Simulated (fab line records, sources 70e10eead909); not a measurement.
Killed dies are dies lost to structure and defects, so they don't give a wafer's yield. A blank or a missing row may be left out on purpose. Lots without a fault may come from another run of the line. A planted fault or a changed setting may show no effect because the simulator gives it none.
fab line records | flow nand_harc
record lots=14 wafers=42 last_day=33
route steps=1302 shown A_M0@1160 THIN_TSV@1262 END@1302
lots that met no fault: from a run of the same line without faults
start_h: hours from the record's first day to the start of the lot's first wafer shown | wait_h: hours since the lot's step before | " the same as in the row above | L1.1+2: a row that stands for several wafers | - no value, or no start given | * or withheld: withheld | < > ~ a bound
route shown NAME@n: a module of which the file shows steps, and the number in the route of the first | usual: mean/standard deviation of fault-free wafers | same: alike in all rows | chamber/n: place in a boat | sites: the reading at each site | _std_site: their standard deviation | _edge_site: outer sites' mean less inner sites' | radius_mm: how far each site lies from the wafer's centre | mask NAME#n: copy n | behind: the tool/chamber that last shaped the wafer | hold: why the lot was held/for how many hours/how that ended | device: the transistor (n, p or np) that didn't switch | end of line: the same wafers' tests at the end of the route | a step without rows: its recipe alone | killed: dies lost to structure and defects at the first sort, not the wafer's yield | map: a wafer's dies, x killed, . not, _ none there
set.NAME: the setting as run; set.NAME@STEP: as run at that earlier step | model.NAME: the simulator's own value behind a step, which no gauge read
steps of the route over a sample of lots; a table a step, a row a wafer
services: from which hour (start_h, from the record's first day; less than 0 if before it) a tool's chamber was out of use, for how many hours, and why
## steps
# step NHARC_A_M0_ECD_22
# recipe target_thk_a=4000 bath_temp_c=25 material=Cu
# usual bath_heat_duty_pct=6.0/0.55
# columns lot.wafer tool chamber start_h wait_h bath_heat_duty_pct
L945.1 ecd_cu-01 0 520.91 - 5.9
L945.6 " 1 " " 5.6
L945.5 " 0 " " 6.8
L944.1 ecd_cu-01 0 522.43 - 6.3
L944.4 " 1 " " 6.5
L944.5 " 1 " " 6.5
L948.1 ecd_cu-01 0 561.93 - 6.4
L948.3 " 1 " " 5.6
L948.5 " 0 " " 5.8
L947.2 ecd_cu-01 1 563.51 - 6.7
L947.6 " 1 " " 6.2
L947.5 " 0 " " 6.4
L949.3 ecd_cu-01 0 578.76 - 5.6
L949.5 " 0 " " 6.7
L949.6 " 1 " " 6.6
L951.1 ecd_cu-01 0 601.29 - 6.2
L951.2 " 1 " " 5.8
L951.3 " 1 " " 5.8
L952.4 ecd_cu-01 1 606.09 - 6.5
L952.3 " 0 " " 6.8
L952.5 " 1 " " 6.2
L960.1 ecd_cu-02 1 676.05 - 4.9
L960.3 " 1 " " 5.7
L960.6 " 0 " " 5.6
L959.4 ecd_cu-01 0 677.40 - 5.2
L959.3 " 1 " " 6.1
L959.5 " 0 " " 6.3
L961.1 ecd_cu-01 0 687.16 - 4.9
L961.4 " 0 " " 5.6
L961.3 " 1 " " 6.0
L964.1 ecd_cu-01 1 708.95 - 6.4
L964.4 " 0 " " 6.4
L964.5 " 1 " " 5.9
L962.1 ecd_cu-01 1 710.98 - 5.9
L962.2 " 0 " " 6.7
L962.5 " 0 " " 5.7
L963.3 ecd_cu-02 0 737.67 - 5.6
L963.6 " 1 " " 6.1
L963.5 " 0 " " 6.1
L967.1 ecd_cu-01 0 754.56 - 5.3
L967.4 " 0 " " 4.9
L967.5 " 0 " " 5.0
# step NHARC_THIN_TSV_ETCH_44
# recipe target_depth_a=15942 time_s=797.1 cf4_flow_sccm=150 o2_flow_sccm=10 ar_flow_sccm=0 rf_w=300 bias_w=800 chemistry=CF4/O2
# usual cf4_flow_sccm=150.0/0.42 drypump_motor_current_A=5.8/0.39 oes_product_au=0.998/0.01 rf_vpp_V=796/4 showerhead_plenum_p_Torr=1.86/0.064 throttle_valve_pct=16.915/0.0091
# same time_s=797.1
# columns lot.wafer tool chamber start_h wait_h cf4_flow_sccm drypump_motor_current_A oes_product_au rf_hours_counter_h rf_vpp_V showerhead_plenum_p_Torr throttle_valve_pct
L945.1 rie_diel-06 3 542.60 0.1 150.1 6.1 1.010 3.7 799 1.88 16.905
L945.6 " 3 " " 150.6 6.1 1.011 - 798 1.88 16.911
L945.5 " 0 " " 149.5 5.7 1.010 - 795 1.86 16.919
L944.1 rie_diel-13 0 544.92 0.1 149.2 6.1 0.987 1.6 792 1.78 16.922
L944.4 " 3 " " 150.0 5.1 0.999 1.8 797 1.88 16.914
L944.5 " 0 " " 149.6 6.1 0.977 - 791 1.78 16.913
L948.3 rie_diel-13 1 585.28 0.1 151.3 5.5 0.999 2.7 797 1.90 16.920
L948.1 " 3 " " 149.8 5.1 0.987 3.3 798 1.88 16.912
L948.5 " 1 " " 149.8 5.5 0.996 - 799 1.90 16.924
L947.2 rie_diel-06 2 586.58 0.2 149.9 6.7 1.012 6.0 794 1.83 16.928
L947.6 " 0 " " 150.6 5.7 1.020 - 796 1.86 16.914
L947.5 " 1 " " 149.9 5.5 1.010 - 798 1.91 16.908
L949.3 rie_diel-13 0 602.38 0.3 150.1 6.1 0.979 4.1 793 1.78 16.922
L949.5 " 1 " " 149.9 5.5 0.988 - 800 1.90 16.918
L949.6 " 2 " " 149.9 5.5 0.982 - 798 1.90 16.926
L951.3 rie_diel-10 0 624.71 0.1 149.8 5.3 1.006 0.4 802 1.93 16.897
L951.1 " 1 " " 150.1 6.2 1.002 0.5 795 1.87 16.916
L951.2 " 2 " " 149.5 5.9 0.992 0.6 788 1.72 16.904
L952.4 rie_diel-10 3 631.05 0.2 149.9 5.9 0.990 1.0 796 1.87 16.922
L952.3 " 0 " " 149.8 5.3 1.015 1.3 800 1.93 16.933
L952.5 " 2 " " 150.5 5.9 1.000 - 788 1.72 16.914
L960.3 rie_diel-10 3 698.37 0.1 150.6 5.9 1.004 4.3 796 1.87 16.915
L960.1 " 2 " " 149.7 6.0 0.998 5.0 789 1.72 16.930
L960.6 " 0 " " 150.7 5.4 1.006 - 801 1.93 16.915
L959.3 rie_diel-10 1 699.61 0.1 150.1 6.2 1.010 5.7 797 1.86 16.902
L959.4 " 0 " " 150.1 5.3 1.009 5.3 801 1.93 16.928
L959.5 " 1 " " 149.9 6.2 1.004 - 797 1.86 16.913
L961.4 rie_diel-10 1 709.87 0.1 150.0 6.2 0.994 6.7 795 1.86 16.910
L961.3 " 2 " " 149.8 5.9 0.997 6.3 788 1.72 16.906
L961.1 " 3 " " 150.2 5.9 0.988 5.6 798 1.87 16.905
L962.2 rie_diel-10 1 731.99 0.1 149.8 6.2 1.006 7.8 796 1.86 16.901
L962.1 " 2 " " 150.1 5.9 1.000 8.2 787 1.72 16.915
L962.5 " 1 " " 149.9 6.2 1.006 - 795 1.86 16.905
L964.1 rie_diel-10 1 733.15 0.2 150.0 6.2 0.999 8.2 797 1.86 16.901
L964.4 " 2 " " 150.0 5.9 0.997 8.4 786 1.72 16.904
L964.5 " 0 " " 150.9 5.3 0.998 - 799 1.93 16.927
L963.3 rie_diel-10 1 760.61 0.2 150.3 6.3 0.988 9.6 796 1.86 16.913
L963.5 " 3 " " 150.5 5.9 0.990 - 796 1.87 16.920
L963.6 " 0 " " 150.8 5.3 0.992 - 800 1.93 16.921
L967.1 rie_diel-06 3 777.80 0.1 150.2 6.1 1.012 5.8 798 1.88 16.916
L967.4 " 2 " " 149.9 6.8 0.997 5.5 793 1.82 16.921
L967.5 " 0 " " 149.7 5.7 1.009 - 796 1.86 16.905
# step NHARC_THIN_TSV_CD_MEAS_16
# usual cd_nm=1000.1/1.7
# columns lot.wafer tool chamber start_h wait_h cd_nm
L945.1 cd_sem-01 - 543.31 0.1 997.0
L945.5 " - " " 999.6
L945.6 " - " " 998.4
L944.1 cd_sem-01 - 545.64 0.1 999.0
L944.4 " - " " 1000.6
L944.5 " - " " 1003.8
L948.1 cd_sem-02 - 585.99 0.1 996.9
L948.3 " - " " 996.2
L948.5 " - " " 998.2
L947.2 cd_sem-03 - 587.18 0.1 1001.6
L947.5 " - " " 1000.3
L947.6 " - " " 1002.3
L949.3 cd_sem-02 - 602.95 0.1 1000.9
L949.5 " - " " 999.2
L949.6 " - " " 997.7
L951.1 cd_sem-02 - 625.42 0.1 1001.3
L951.2 " - " " 999.5
L951.3 " - " " 999.9
L952.3 cd_sem-03 - 631.67 0.1 998.9
L952.4 " - " " 1001.4
L952.5 " - " " 1000.2
L960.1 cd_sem-01 - 699.09 0.1 1001.4
L960.3 " - " " 1002.8
L960.6 " - " " 997.7
L959.3 cd_sem-01 - 700.33 0.1 1000.4
L959.4 " - " " 1001.5
L959.5 " - " " 1002.3
L961.1 cd_sem-01 - 710.58 0.1 1001.3
L961.3 " - " " 1000.7
L961.4 " - " " 997.9
L962.1 cd_sem-01 - 732.64 0.1 998.3
L962.2 " - " " 997.4
L962.5 " - " " 997.8
L964.1 cd_sem-01 - 733.75 0.1 1001.5
L964.4 " - " " 1002.4
L964.5 " - " " 999.1
L963.3 cd_sem-02 - 761.23 0.1 1000.6
L963.5 " - " " 1000.4
L963.6 " - " " 1001.3
L967.1 cd_sem-02 - 778.52 0.1 996.8
L967.4 " - " " 999.5
L967.5 " - " " 999.4
# step NHARC_END_SORT_01
# recipe temp_c=25
# usual defect_limited_yield=90.2/2.3 killed_at_array=62/15 killed_at_other=0.8/1 killed_at_periphery=3.7/2.6 killed_dies=66/15 killed_open=3.1/1.8 killed_short=2.6/1.7
# same gross_dies=677
# columns lot.wafer tool chamber start_h wait_h defect_limited_yield[%] killed_at_array killed_at_other killed_at_periphery killed_dies killed_open killed_short
L951.1 prober-02 0 639.58 2.5 15.8 568 1 1 570 2 0
L951.2 prober-02 0 640.39 2.8 17.6 557 0 1 558 1 1
L951.3 prober-02 0 641.20 3.1 14.5 579 0 0 579 0 0
L952.3 prober-01 0 647.60 3.1 12.7 591 0 0 591 1 1
L952.4 prober-01 0 648.40 3.4 13.9 578 0 5 583 3 1
L952.5 prober-01 0 649.19 3.7 13.9 580 0 3 583 4 2
L960.1 prober-02 0 713.81 2.5 90.1 61 1 5 67 7 5
L962.1 prober-02 0 747.55 2.5 91.6 54 0 3 57 5 3
L962.5 prober-02 0 750.73 3.7 90.7 61 0 2 63 5 0
L963.3 prober-02 0 776.75 3.1 87.0 83 0 5 88 7 3
L963.5 prober-02 0 778.36 3.7 88.6 73 0 4 77 3 2
L963.6 prober-02 0 779.16 4.0 87.7 70 0 13 83 2 4
# killed by level:class
L951.1 A_M0:unspecified=551 A_CHANNEL_HOLE_D2:chamber_film_flake=6 A_CHANNEL_HOLE_D1:chamber_film_flake=3 A_CONTACT:chamber_film_flake=3 A_STAIRCASE:chamber_film_flake=2 A_CHANNEL_HOLE_D2:geometric_particle:open=1 A_WL_FILL:geometric_particle:open=1 P_GATE:chamber_film_flake=1
L951.2 A_M0:unspecified=538 A_CHANNEL_HOLE_D2:chamber_film_flake=12 A_STAIRCASE:chamber_film_flake=4 P_M0:geometric_particle:open=1 A_CHANNEL_FILL_D2:geometric_particle:short=1 A_WL_FILL:chamber_film_flake=1 A_CONTACT:chamber_film_flake=1
L951.3 A_M0:unspecified=567 A_CHANNEL_HOLE_D1:chamber_film_flake=3 A_STAIRCASE:chamber_film_flake=3 A_CHANNEL_HOLE_D2:chamber_film_flake=2 A_SLIT:chamber_film_flake=2 A_CONTACT:chamber_film_flake=2
L952.3 A_M0:unspecified=565 A_CHANNEL_HOLE_D1:chamber_film_flake=13 A_CHANNEL_HOLE_D2:chamber_film_flake=7 A_CONTACT:chamber_film_flake=4 A_DECK1_JOINT:geometric_particle:short=1 A_M0:geometric_particle:open=1
L952.4 A_M0:unspecified=544 A_CHANNEL_HOLE_D1:chamber_film_flake=18 A_CHANNEL_HOLE_D2:chamber_film_flake=8 P_GATE:chamber_film_flake=3 A_CONTACT:chamber_film_flake=2 P_CONTACT:geometric_particle:open=1 A_CHANNEL_FILL_D2:geometric_particle:short=1 A_SGD_CUT:geometric_particle:open=1
L952.5 A_M0:unspecified=549 A_CHANNEL_HOLE_D1:chamber_film_flake=16 A_CHANNEL_HOLE_D2:chamber_film_flake=5 A_CONTACT:chamber_film_flake=3 A_DECK1_JOINT:chamber_film_flake=2 P_CONTACT:geometric_particle:open=1 P_M0:geometric_particle:open=1 A_ONON_D2:geometric_particle:short=1
L960.1 A_SLIT:chamber_film_flake=34 A_CHANNEL_HOLE_D1:chamber_film_flake=10 A_BLC:chamber_film_flake=3 A_STAIRCASE:chamber_film_flake=3 P_GATE:geometric_particle:open=2 A_ONON_D2:geometric_particle:short=2 A_ONON_D2:geometric_particle:open=2 P_BONDPAD:chamber_film_flake=2
L962.1 A_CHANNEL_HOLE_D1:chamber_film_flake=31 A_STAIRCASE:chamber_film_flake=5 A_CONTACT:chamber_film_flake=4 A_SLIT:chamber_film_flake=3 A_M0:chamber_film_flake=2 P_CONTACT:geometric_particle:open=1 P_M0:geometric_particle:open=1 A_ONON_D1:geometric_particle:open=1
L962.5 A_CHANNEL_HOLE_D1:chamber_film_flake=32 A_CONTACT:chamber_film_flake=10 A_STAIRCASE:chamber_film_flake=6 A_SLIT:chamber_film_flake=4 A_CHANNEL_HOLE_D1:unspecified=2 A_CHANNEL_HOLE_D2:chamber_film_flake=2 P_M1:geometric_particle:open=1 A_ONON_D1:geometric_particle:open=1
L963.3 A_CHANNEL_HOLE_D1:chamber_film_flake=35 A_CHANNEL_HOLE_D2:chamber_film_flake=26 A_BONDPAD:chamber_film_flake=6 A_SLIT:chamber_film_flake=3 A_STAIRCASE:chamber_film_flake=3 A_CONTACT:chamber_film_flake=3 P_GATE:geometric_particle:open=2 A_ONON_D2:geometric_particle:short=2
L963.5 A_CHANNEL_HOLE_D2:chamber_film_flake=26 A_CHANNEL_HOLE_D1:chamber_film_flake=25 A_CONTACT:chamber_film_flake=7 P_CONTACT:chamber_film_flake=3 A_SLIT:chamber_film_flake=3 A_ONON_D2:geometric_particle:open=2 A_BONDPAD:chamber_film_flake=2 A_BLC:chamber_film_flake=2
L963.6 A_CHANNEL_HOLE_D1:chamber_film_flake=33 A_CHANNEL_HOLE_D2:chamber_film_flake=21 P_M1:chamber_film_flake=7 A_CONTACT:chamber_film_flake=7 A_SLIT:chamber_film_flake=4 P_CONTACT:chamber_film_flake=3 P_ZERO_WELL:geometric_particle:short=1 P_CONTACT:geometric_particle:short=1
## services
# columns tool chamber start_h hours kind
rie_diel-10 - 506.45 0.1 repair
ecd_cu-01 - 512.00 8.0 pm
rie_diel-13 - 519.00 9.0 pm
rie_diel-13 1 530.47 5.3 repair
rie_diel-10 3 534.67 4.1 repair
rie_diel-10 2 538.61 5.5 repair
rie_diel-10 1 562.81 3.9 repair
rie_diel-10 - 582.01 0.2 repair
rie_diel-10 1 583.64 6.0 repair
rie_diel-13 2 586.73 9.8 repair
rie_diel-10 - 596.51 9.0 pm
rie_diel-06 - 605.15 0.4 repair
rie_diel-13 2 612.35 4.9 repair
rie_diel-06 0 626.52 5.6 repair
rie_diel-06 - 661.20 9.0 pm
ecd_cu-01 - 672.13 0.9 repair
rie_diel-06 - 674.04 0.7 repair
rie_diel-13 - 674.27 0.3 repair
ecd_cu-01 - 688.00 8.0 pm
rie_diel-10 3 714.20 7.8 repair
rie_diel-10 1 718.69 11.0 repair
ecd_cu-01 - 759.93 1.1 repair
rie_diel-10 - 773.51 9.0 pm
ecd_cu-01 - 775.65 4.4 repair
## key
first_sign step=NHARC_END_SORT_01 reading=killed_at_array direction=up sigmas=34 usual=62 struck=576
effect step=NHARC_END_SORT_01 reading=defect_limited_yield direction=down sigmas=33 usual=90.2 struck=14.7
more_kills_born_at NHARC_A_M0_ECD_22@ecd_cu-01=3314
met_at NHARC_A_M0_ECD_22
struck_lots L951,L952
not_acting_at NHARC_THIN_TSV_ETCH_44,NHARC_THIN_TSV_CD_MEAS_16
onset_between 578.76 601.29
fault kind=chamber_particle_source tool=ecd_cu-01 chamber=- onset_h=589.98 steps=NHARC_A_M0_ECD_22 rate_per_visit_cm2=1.9932 end_h=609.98
